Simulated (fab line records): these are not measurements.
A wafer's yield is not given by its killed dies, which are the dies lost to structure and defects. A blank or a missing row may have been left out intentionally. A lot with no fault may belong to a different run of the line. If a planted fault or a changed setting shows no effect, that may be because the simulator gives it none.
fab line records | flow nandHarc | part 2 of 2: steps 21 to 32 of 32
record: lots: 5 | wafers: 15 | lastDay: 28
route steps=1302 shown P_GATE@131
lots untouched by any fault: they come from a run of this same line in which no faults occurred
startH: the number of hours between the record's first day and the start of the first shown wafer of the lot | waitH: hours since the lot's step before | " as in the row above | L1.1+2: one row covering several wafers at once | - value missing, or start not given | * or withheld: withheld | < > ~ a bound
route shown NAME@n: names a module that has steps shown in the file, with the first one's number in the route | usual: the fault-free wafers' mean and standard deviation | same: alike in all rows | chamber/n: place in a boat | sites: the reading at each site | _std_site: standard deviation across them | _edge_site: inner sites' mean taken away from outer sites' mean | radiusMm: for every site, how far away it sits from the centre of the wafer | mask NAME#n: copy n | behind: the most recent tool/chamber to have shaped the wafer | hold: reason for holding the lot/hours on hold/outcome of the hold | device: which transistor (n, p or np) failed to switch | end of line: tests run on the same wafers once the route is complete | for a step that has no rows: nothing shown but its recipe | killed: dies lost to structure and defects at the first sort, not the wafer's yield | map: dies across one wafer; x = killed, . = not, _ = none there
set.NAME: the setting as run; set.NAME@STEP: as run at that earlier step | model.NAME: the simulator's own value behind a step, which no gauge read
lots at some steps of the route; a table a step, a row a wafer
services: from which hour (startH, from the record's first day; less than 0 if before it) a tool's chamber was out of use, for how many hours, and why
== steps ==
step: NHARC_P_GATE_CD_MEAS_33
usual: cdNm: 121.3/2.5
lot.wafer | tool     | chamber | startH | waitH | cdNm
L080.1    | cdSem-03 | -       | 166.07 | -     | 118.5
L080.3    | "        | -       | "      | "     | 120.8
L080.5    | "        | -       | "      | "     | 123.5
L081.4    | cdSem-01 | -       | 171.67 | -     | 118.6
L081.5    | "        | -       | "      | "     | 121.6
L081.6    | "        | -       | "      | "     | 120.6
L083.1    | cdSem-01 | -       | 188.77 | 0.1   | 121.2
L083.2    | "        | -       | "      | "     | 120.5
L083.6    | "        | -       | "      | "     | 118.5
L084.1    | cdSem-02 | -       | 206.52 | 0.2   | 116.7
L084.3    | "        | -       | "      | "     | 123.6
L084.4    | "        | -       | "      | "     | 120.1
L085.2    | cdSem-01 | -       | 211.97 | 0.1   | 122.8
L085.4    | "        | -       | "      | "     | 119.0
L085.5    | "        | -       | "      | "     | 123.8
step: NHARC_P_GATE_STRIP_35
recipe: timeS: 600 | tempC: 130 | chemistry: SPM
lot.wafer  | tool        | chamber | startH | waitH
L080.3+5+1 | wetBench-09 | 4,6,0   | 166.16 | 0.1
L081.4+6+5 | wetBench-07 | 0,1,2   | 171.75 | 0.1
L083.6+2+1 | wetBench-09 | 0,1,2   | 188.86 | 0.1
L084.1+3+4 | wetBench-07 | 3,4,5   | 206.61 | 0.1
L085.4+5+2 | wetBench-04 | 4,5,6   | 212.06 | 0.1
step: NHARC_P_GATE_PRECLEAN_73
recipe: timeS: * | tempC: 50 | bathAgeMin: 0 | chemistry: SC1
lot.wafer  | tool        | chamber | startH | waitH
L080.3+5+1 | wetBench-09 | 4,6,0   | -      | -
L081.4+6+5 | wetBench-07 | 0,1,2   | -      | -
L083.6+2+1 | wetBench-09 | 0,1,2   | -      | -
L084.1+3+4 | wetBench-07 | 3,4,5   | -      | -
L085.4+5+2 | wetBench-04 | 4,5,6   | -      | -
step: NHARC_P_GATE_SRD_74
lot.wafer  | tool        | chamber | startH | waitH
L080.3+5+1 | wetBench-09 | 4,6,0   | -      | -
L081.4+6+5 | wetBench-07 | 0,1,2   | -      | -
L083.6+2+1 | wetBench-09 | 0,1,2   | -      | -
L084.1+3+4 | wetBench-07 | 3,4,5   | -      | -
L085.4+5+2 | wetBench-04 | 4,5,6   | -      | -
step: NHARC_P_GATE_ALD_36
recipe: targetThkA: 200 | pulseTimeS: 60 | aldCycles: 223 | tempC: 400 | material: SiNx
usual: heaterPowerW: 834/60 | precursorPulseHeightRel: 1.000/0.02 | susceptorTempC: 399.97/0.19
lot.wafer | tool      | chamber | startH | waitH | heaterPowerW | precursorPulseHeightRel | susceptorTempC
L080.1    | aldSin-04 | 3       | 166.53 | -     | 942          | 0.985                   | 400.07
L080.3    | "         | 2       | 169.66 | -     | 728          | 0.999                   | 399.80
L080.5    | "         | 3       | 170.71 | -     | 913          | 1.004                   | 400.12
L081.4    | aldSin-02 | 3       | 175.29 | -     | 825          | 1.000                   | 399.97
L081.6    | "         | 0       | 176.35 | -     | 847          | 1.010                   | 399.89
L081.5    | "         | 1       | 177.40 | -     | 892          | 0.997                   | 400.15
L083.2    | aldSin-04 | 2       | 189.23 | -     | 736          | 0.980                   | -
L083.1    | "         | 3       | 190.26 | -     | 931          | 1.032                   | -
L083.6    | "         | 3       | 194.41 | -     | 941          | 1.010                   | -
L084.1    | aldSin-02 | 1       | 206.98 | -     | 886          | 1.008                   | 399.71
L084.3    | "         | 2       | 208.04 | -     | 847          | 1.006                   | 399.92
L084.4    | "         | 3       | 209.11 | -     | 851          | 1.031                   | 399.99
L085.4    | aldSin-01 | 2       | 213.49 | -     | 791          | 1.033                   | 399.96
L085.2    | "         | 0       | 215.61 | -     | 780          | 0.989                   | 400.01
L085.5    | "         | 2       | 217.73 | -     | 797          | 0.999                   | 399.89
step: NHARC_P_GATE_ETCHBACK_37
recipe: targetDepthA: 345 | timeS: 17.2 | chf3FlowSccm: 50 | o2FlowSccm: 10 | arFlowSccm: 200 | rfW: 500 | biasW: 200 | chemistry: CHF3/O2
usual: drypumpMotorCurrentA: 5.3/0.46 | oesProductAu: 0.95/0.035 | rfVppV: 370.6/2.6 | showerheadPlenumPTorr: 2.40/0.11 | throttleValvePct: 20.572/0.01
lot.wafer | tool       | chamber | startH | waitH | drypumpMotorCurrentA | oesProductAu | rfHoursCounterH | rfVppV | showerheadPlenumPTorr | throttleValvePct
L080.1    | rieDiel-06 | 3       | -      | -     | 6.6                  | 0.94         | 4               | 368.7  | 2.25                  | 20.568
L080.3    | "          | 0       | "      | "     | 5.6                  | 0.93         | 3               | 371.1  | 2.46                  | 20.571
L080.5    | "          | 1       | "      | "     | 5.6                  | 0.92         | -               | 368.0  | 2.25                  | 20.575
L081.4    | rieDiel-06 | 1       | -      | -     | 5.5                  | 1.00         | -               | 367.0  | 2.25                  | 20.568
L081.5    | "          | 3       | "      | "     | 6.6                  | 1.01         | -               | 367.3  | 2.25                  | 20.570
L081.6    | "          | 1       | "      | "     | 5.5                  | 0.99         | -               | 367.8  | 2.25                  | 20.567
L083.1    | rieDiel-13 | 1       | -      | -     | 4.7                  | 0.92         | 1               | 368.0  | 2.26                  | 20.557
L083.2    | "          | 2       | "      | "     | 4.9                  | 0.92         | 0               | 369.6  | 2.45                  | 20.551
L083.6    | "          | 1       | "      | "     | 4.7                  | 0.93         | -               | 367.4  | 2.26                  | 20.564
L084.4    | rieDiel-13 | 1       | -      | -     | 4.7                  | 1.00         | 2               | 367.7  | 2.26                  | 20.579
L084.3    | "          | 2       | "      | "     | 4.9                  | 1.00         | 0               | 369.9  | 2.45                  | 20.579
L084.1    | "          | 0       | "      | "     | 5.8                  | 1.00         | 1               | 370.0  | 2.37                  | 20.579
L085.2    | rieDiel-13 | 0       | -      | -     | 5.7                  | 1.01         | 1               | 369.8  | 2.37                  | 20.556
L085.4    | "          | 1       | "      | "     | 4.7                  | 1.00         | 2               | 367.8  | 2.26                  | 20.574
L085.5    | "          | 0       | "      | "     | 5.7                  | 1.01         | -               | 370.9  | 2.37                  | 20.567
step: NHARC_P_GATE_STRIP_101
recipe: timeS: 20 | o2FlowSccm: 500 | arFlowSccm: 0 | biasW: 0 | chemistry: O2
usual: drypumpMotorCurrentA: 5.3/0.46 | oesProductAu: 0.998/0.0087 | rfVppV: 57.8/0.82 | showerheadPlenumPTorr: 3.54/0.16 | throttleValvePct: 17.036/0.0097
lot.wafer | tool       | chamber | startH | waitH | drypumpMotorCurrentA | oesProductAu | rfHoursCounterH | rfVppV | showerheadPlenumPTorr | throttleValvePct
L080.3    | rieDiel-06 | 3       | 176.08 | 0.1   | 6.6                  | 1.001        | 4               | 58.8   | 3.32                  | 17.036
L080.1    | "          | 1       | "      | "     | 5.5                  | 1.005        | 3               | 57.4   | 3.30                  | 17.035
L080.5    | "          | 1       | "      | "     | 5.5                  | 1.003        | -               | 57.2   | 3.30                  | 17.027
L081.4    | rieDiel-06 | 3       | 181.80 | 0.1   | 6.6                  | 1.008        | -               | 59.1   | 3.32                  | 17.025
L081.5    | "          | 1       | "      | "     | 5.5                  | 0.996        | -               | 56.7   | 3.30                  | 17.049
L081.6    | "          | 3       | "      | "     | 6.6                  | 1.009        | -               | 57.8   | 3.32                  | 17.032
L083.1    | rieDiel-13 | 2       | 198.71 | 0.1   | 4.9                  | 0.999        | 0               | 58.3   | 3.60                  | 17.033
L083.2    | "          | 0       | "      | "     | 5.7                  | 1.017        | 1               | 57.6   | 3.48                  | 17.035
L083.6    | "          | 3       | "      | "     | 5.5                  | 0.995        | -               | 59.0   | 3.73                  | 17.033
L084.3    | rieDiel-13 | 0       | 216.65 | 0.1   | 5.8                  | 0.998        | 1               | 58.1   | 3.48                  | 17.038
L084.4    | "          | 1       | "      | "     | 4.7                  | 0.990        | 2               | 57.1   | 3.32                  | 17.026
L084.1    | "          | 2       | "      | "     | 4.9                  | 0.998        | 0               | 57.2   | 3.60                  | 17.035
L085.4    | rieDiel-13 | 0       | 222.05 | 0.1   | 5.7                  | 0.988        | 1               | 56.6   | 3.48                  | 17.039
L085.2    | "          | 1       | "      | "     | 4.8                  | 0.992        | 2               | 57.3   | 3.32                  | 17.050
L085.5    | "          | 0       | "      | "     | 5.7                  | 0.996        | -               | 58.2   | 3.48                  | 17.027
step: NHARC_P_GATE_PRECLEAN_97
recipe: timeS: 600 | tempC: 120 | chemistry: SPM
lot.wafer  | tool        | chamber | startH | waitH
L080.1+5+3 | wetBench-04 | 4,5,6   | 176.20 | -
L081.4+6+5 | wetBench-07 | 6,1,2   | 181.90 | 0.1
L083.1+6+2 | wetBench-07 | 4,6,7   | 198.81 | -
L084.4+3+1 | wetBench-07 | 1,2,4   | 216.77 | -
L085.4+5+2 | wetBench-04 | 0,2,5   | 222.15 | -
step: NHARC_P_GATE_SRD_98
lot.wafer  | tool        | chamber | startH | waitH
L080.1+5+3 | wetBench-04 | 4,5,6   | -      | -
L081.4+6+5 | wetBench-07 | 6,1,2   | -      | -
L083.1+6+2 | wetBench-07 | 4,6,7   | -      | -
L084.4+3+1 | wetBench-07 | 1,2,4   | -      | -
L085.4+5+2 | wetBench-04 | 0,2,5   | -      | -
step: NHARC_P_GATE_PRECLEAN_99
recipe: timeS: * | tempC: 50 | bathAgeMin: 0 | chemistry: SC1
lot.wafer  | tool        | chamber | startH | waitH
L080.1+5+3 | wetBench-04 | 4,5,6   | -      | -
L081.4+6+5 | wetBench-07 | 6,1,2   | -      | -
L083.1+6+2 | wetBench-07 | 4,6,7   | -      | -
L084.4+3+1 | wetBench-07 | 1,2,4   | -      | -
L085.4+5+2 | wetBench-04 | 0,2,5   | -      | -
step: NHARC_P_GATE_SRD_100
lot.wafer  | tool        | chamber | startH | waitH
L080.1+5+3 | wetBench-04 | 4,5,6   | -      | -
L081.4+6+5 | wetBench-07 | 6,1,2   | -      | -
L083.1+6+2 | wetBench-07 | 4,6,7   | -      | -
L084.4+3+1 | wetBench-07 | 1,2,4   | -      | -
L085.4+5+2 | wetBench-04 | 0,2,5   | -      | -
step: NHARC_P_GATE_DEHYDRATE_38
recipe: tempC: 150 | timeS: 120
usual: exhaustPa: 45.0/0.91
lot.wafer | tool          | chamber | startH | waitH | exhaustPa
L080.1    | lithoTrack-05 | 0       | 176.58 | -     | 44.1
L080.3    | "             | 0       | "      | "     | 44.9
L080.5    | "             | 0       | "      | "     | 44.9
L081.4    | lithoTrack-02 | 0       | 182.30 | -     | 45.4
L081.5    | "             | 0       | "      | "     | 44.4
L081.6    | "             | 0       | "      | "     | 45.0
L083.1    | lithoTrack-05 | 0       | 199.21 | -     | 43.1
L083.2    | "             | 0       | "      | "     | 44.0
L083.6    | "             | 0       | "      | "     | 43.3
L084.1    | lithoTrack-05 | 0       | 217.15 | -     | 45.9
L084.3    | "             | 0       | "      | "     | 45.4
L084.4    | "             | 0       | "      | "     | 44.9
L085.2    | lithoTrack-07 | 0       | 222.55 | -     | 43.6
L085.4    | "             | 0       | "      | "     | 45.1
L085.5    | "             | 0       | "      | "     | 44.9
== services ==
tool           | chamber | startH | hours | kind
arfiScanner-02 | -       | 140.00 | 4.0   | pm
pecvd-01       | -       | 141.83 | 1.9   | repair
rieDiel-03     | 3       | 153.56 | 9.8   | repair
lithoTrack-01  | -       | 155.00 | 7.0   | pm
rieDiel-06     | 0       | 158.18 | 2.5   | repair
wetBench-07    | -       | 160.00 | 8.0   | pm
rieDiel-06     | 0       | 163.72 | -     | clean
rieDiel-06     | 1       | 163.72 | -     | clean
rieDiel-13     | -       | 165.00 | 9.0   | pm
rieDiel-06     | 2       | 173.26 | 16.1  | repair
rieDiel-13     | 0       | 175.52 | 3.4   | repair
wetBench-09    | -       | 176.92 | 8.0   | pm
lithoTrack-06  | -       | 179.00 | 7.0   | pm
rieDiel-06     | 0       | 181.63 | 3.9   | repair
pecvd-01       | 2       | 188.56 | 3.1   | repair
rieSi-02       | 2       | 188.59 | 7.6   | repair
aclDep-01      | -       | 188.82 | 13.0  | pm
arfiScanner-03 | -       | 196.00 | 4.0   | pm
aldSin-01      | 3       | 196.11 | 11.8  | repair
rieDiel-03     | 3       | 201.22 | 13.0  | repair
lithoTrack-04  | -       | 203.01 | 7.0   | pm
arfiScanner-03 | -       | 208.47 | 0.2   | repair
rieDiel-06     | 3       | 213.73 | 5.2   | repair
pecvd-02       | 1       | 216.86 | 6.4   | repair
